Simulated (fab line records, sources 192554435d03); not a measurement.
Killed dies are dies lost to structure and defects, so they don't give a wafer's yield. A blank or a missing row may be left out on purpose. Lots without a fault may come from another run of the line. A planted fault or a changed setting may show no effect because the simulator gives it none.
Which tool did it? | flow n5_finfet | 13 lots, 37 wafers sampled, at 4 steps of a route of 1938

WHAT THE GAUGES READ, wafer by wafer
The record holds no reading of a measuring or inspecting step that can be judged against a usual standard deviation.

WHICH TOOL RAN EACH LOT (tool, then ch and the chambers of the sampled wafers, then the start)
lot  | N5_BEOL_M15_SPUTTER_45       | N5_PASSIVATION_DEGAS_18      | N5_PASSIVATION_STRIP_48            | N5_PASSIVATION_PROBE_49
L400 | pvd_sputter-01, day 11 22:30 | pvd_sputter-01, day 12 08:01 | rie_diel-05 ch 0,1,3, day 12 11:10 | prober-02, day 12 13:43
L399 | pvd_sputter-01, day 12 03:01 | pvd_sputter-02, day 12 13:06 | rie_diel-01 ch 0,1,2, day 12 16:53 | -
L402 | pvd_sputter-03, day 12 03:32 | pvd_sputter-01, day 12 13:07 | rie_diel-03 ch 1,2,3, day 12 16:56 | -
L403 | pvd_sputter-02, day 12 08:56 | pvd_sputter-02, day 12 18:11 | rie_diel-01 ch 0,3, day 12 21:26   | -
L404 | pvd_sputter-02, day 12 16:30 | pvd_sputter-03, day 13 00:59 | rie_diel-05 ch 1,2,3, day 13 04:08 | -
L407 | pvd_sputter-03, day 13 06:41 | pvd_sputter-02, day 13 17:36 | rie_diel-03 ch 0,1, day 13 20:48   | prober-02, day 13 23:20
L408 | pvd_sputter-02, day 13 18:44 | pvd_sputter-01, day 14 05:02 | rie_diel-03 ch 0,2,3, day 14 08:19 | prober-02, day 14 10:49
L410 | pvd_sputter-02, day 14 13:56 | pvd_sputter-02, day 14 23:45 | rie_diel-05 ch 0,2,3, day 15 03:02 | prober-01, day 15 05:40
L415 | pvd_sputter-03, day 15 16:20 | pvd_sputter-03, day 16 01:57 | rie_diel-01 ch 0,2,3, day 16 05:22 | prober-02, day 16 07:57
L417 | pvd_sputter-03, day 16 07:40 | pvd_sputter-03, day 16 15:33 | rie_diel-03 ch 0,3, day 16 19:52   | -
L420 | pvd_sputter-03, day 16 16:31 | pvd_sputter-01, day 17 02:38 | rie_diel-01 ch 1,3, day 17 05:47   | -
L419 | pvd_sputter-01, day 16 18:15 | pvd_sputter-02, day 17 07:10 | rie_diel-03 ch 0,2,3, day 17 10:43 | -
L421 | pvd_sputter-01, day 16 19:40 | pvd_sputter-01, day 17 07:55 | rie_diel-05 ch 0, day 17 11:22     | -
- N5_BEOL_M15_SPUTTER_45: material Cu, target thk 100 nm, time 16.67 s.
- N5_PASSIVATION_DEGAS_18: time 60 s.
- N5_PASSIVATION_STRIP_48: strips in O2.
- N5_PASSIVATION_PROBE_49

WHAT THE TOOLS THEMSELVES READ (means of the sampled wafers that have a number; where no wafer has one, the mark that the record gives instead)
N5_BEOL_M15_SPUTTER_45. Usual: throttle_valve_pct 30.2 %, standard deviation 1.4.
lot  | tool           | throttle_valve_pct (%) | flag
L400 | pvd_sputter-01 | 29.0                   |
L399 | pvd_sputter-01 | 29.0                   |
L402 | pvd_sputter-03 | 30.9                   |
L403 | pvd_sputter-02 | 30.4                   |
L404 | pvd_sputter-02 | 30.7                   |
L407 | pvd_sputter-03 | 30.4                   |
L408 | pvd_sputter-02 | 29.8                   |
L410 | pvd_sputter-02 | 30.3                   |
L415 | pvd_sputter-03 | 29.9                   |
L417 | pvd_sputter-03 | 30.5                   |
L420 | pvd_sputter-03 | 29.5                   |
L419 | pvd_sputter-01 | 29.0                   |
L421 | pvd_sputter-01 | 29.0                   |

N5_PASSIVATION_DEGAS_18. Usual: heater_power_w 486 W, standard deviation 44.
lot  | tool           | heater_power_w (W) | flag
L400 | pvd_sputter-01 | 445                |
L399 | pvd_sputter-02 | 504                |
L402 | pvd_sputter-01 | 469                |
L403 | pvd_sputter-02 | 501                |
L404 | pvd_sputter-03 | 495                |
L407 | pvd_sputter-02 | 498                |
L408 | pvd_sputter-01 | 461                |
L410 | pvd_sputter-02 | 530                |
L415 | pvd_sputter-03 | 477                |
L417 | pvd_sputter-03 | 473                |
L420 | pvd_sputter-01 | 493                |
L419 | pvd_sputter-02 | 489                |
L421 | pvd_sputter-01 | 460                |

N5_PASSIVATION_STRIP_48. Usual: drypump_motor_current_A 5.7 A, standard deviation 0.42; oes_product_au 0.81 a.u., standard deviation 0.083; rf_vpp_V 3.8 V, standard deviation 2.4; showerhead_plenum_p_Torr 2.10 Torr, standard deviation 0.068; throttle_valve_pct 16.61 %, standard deviation 0.23.
lot  | tool        | drypump_motor_current_A (A) | oes_product_au (a.u.) | rf_vpp_V (V) | showerhead_plenum_p_Torr (Torr) | throttle_valve_pct (%) | flag
L400 | rie_diel-05 | 5.5                         | 0.73                  | 3.7          | 2.11                            | 16.74                  |
L399 | rie_diel-01 | 5.5                         | 0.86                  | 3.6          | 2.07                            | 16.51                  |
L402 | rie_diel-03 | 6.1                         | 0.84                  | 5.4          | 2.09                            | 16.65                  |
L403 | rie_diel-01 | 5.2                         | 0.82                  | 3.1          | 2.04                            | 16.71                  |
L404 | rie_diel-05 | 5.8                         | 0.79                  | 3.3          | 2.08                            | 16.76                  |
L407 | rie_diel-03 | 6.2                         | 0.89                  | 2.8          | 2.15                            | 16.42                  |
L408 | rie_diel-03 | 5.7                         | 0.83                  | 3.2          | 2.15                            | 16.56                  |
L410 | rie_diel-05 | 5.8                         | 0.75                  | 2.8          | 2.13                            | 16.58                  |
L415 | rie_diel-01 | 5.3                         | 0.80                  | 4.0          | 2.04                            | 16.72                  |
L417 | rie_diel-03 | 5.6                         | 0.83                  | 5.5          | 2.21                            | 16.47                  |
L420 | rie_diel-01 | 5.4                         | 0.81                  | 2.9          | 2.07                            | 16.48                  |
L419 | rie_diel-03 | 5.7                         | 0.79                  | 4.6          | 2.14                            | 16.59                  |
L421 | rie_diel-05 | 5.5                         | 0.74                  | 3.4          | 2.19                            | 16.52                  |

N5_PASSIVATION_PROBE_49. Usual: defect_limited_yield 91.5 %, standard deviation 1.4; killed_at_M0_to_M3 32, standard deviation 9.7; killed_at_M4_up 14, standard deviation 5.3; killed_at_contacts 11, standard deviation 6; killed_at_front_end 39, standard deviation 14; killed_at_other 3.3, standard deviation 2.7; killed_dies 100, standard deviation 17; killed_on_rim 14, standard deviation 4; killed_open 66, standard deviation 13; killed_short 32, standard deviation 7.4; sort_bin_4_leakage 0.02 %, standard deviation 0.16; sort_bin_5_function 4.9 %, standard deviation 0.9; sort_bin_6_memory 3.2 %, standard deviation 0.72; sort_n_pass 1080, standard deviation 17; sort_yield_pct 91.5 %, standard deviation 1.4.
lot  | tool      | defect_limited_yield (%) | killed_at_M0_to_M3 | killed_at_M4_up | killed_at_contacts | killed_at_front_end | killed_at_other | killed_dies | killed_on_rim | killed_open | killed_short | sort_bin_4_leakage (%) | sort_bin_5_function (%) | sort_bin_6_memory (%) | sort_n_pass | sort_yield_pct (%) | flag
L400 | prober-02 | 92.5                     | 37                 | 11              | 10                 | 28                  | 2.3             | 88          | 11            | 59          | 29           | 0.00                   | 4.6                     | 2.5                   | 1092        | 92.5               |
L407 | prober-02 | 92.3                     | 26                 | 16              | 10                 | 36                  | 2.5             | 91          | 12            | 58          | 30           | 0.00                   | 4.2                     | 3.2                   | 1089        | 92.3               |
L408 | prober-02 | 89.7                     | 38                 | 32              | 23                 | 27                  | 1.7             | 122         | 18            | 72          | 30           | 0.00                   | 6.3                     | 3.4                   | 1058        | 89.7               | OFF
L410 | prober-01 | 90.5                     | 34                 | 30              | 12                 | 33                  | 3.3             | 112         | 18            | 61          | 32           | 0.00                   | 5.7                     | 3.2                   | 1068        | 90.5               | OFF
L415 | prober-02 | 93.2                     | 28                 | 8               | 10                 | 33                  | 1.0             | 80          | 11            | 51          | 26           | 0.00                   | 3.7                     | 2.5                   | 1100        | 93.2               |

THE ANSWER, worked out from the rows above alone
Rule: a lot is off if the mean of its wafers that have a number lies more than 3 standard deviations from the usual mean. A lot without any number at a reading at which 4 lots or more have one is off too. The other lots that the step has rows for count as sound. The gauges are gone through in route order, then the tools' own readings, and for those a lot's mean is taken as printed above. The first step at which some lot is off is used, and at that step the reading that is off furthest; a lot without a number counts as furthest.
Off: L408, L410, at N5_PASSIVATION_PROBE_49 (killed_at_M4_up). Neither off nor sound, because the step has no rows for them: L399, L402, L403, L404, L417, L420, L419, L421.
A tool fits if, at that step or a process step before it, it ran every lot that is off, and no sound lot after the first of them. One fits: pvd_sputter-02 at N5_BEOL_M15_SPUTTER_45. It ran no sound lot before its first lot that is off in this sample, so the start can't be narrowed down.

WHAT THE SIMULATOR HAD PUT IN
Chamber particle source: pvd_sputter-02, from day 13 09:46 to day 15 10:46, at N5_BEOL_M15_SPUTTER_45. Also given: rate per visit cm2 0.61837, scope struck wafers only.
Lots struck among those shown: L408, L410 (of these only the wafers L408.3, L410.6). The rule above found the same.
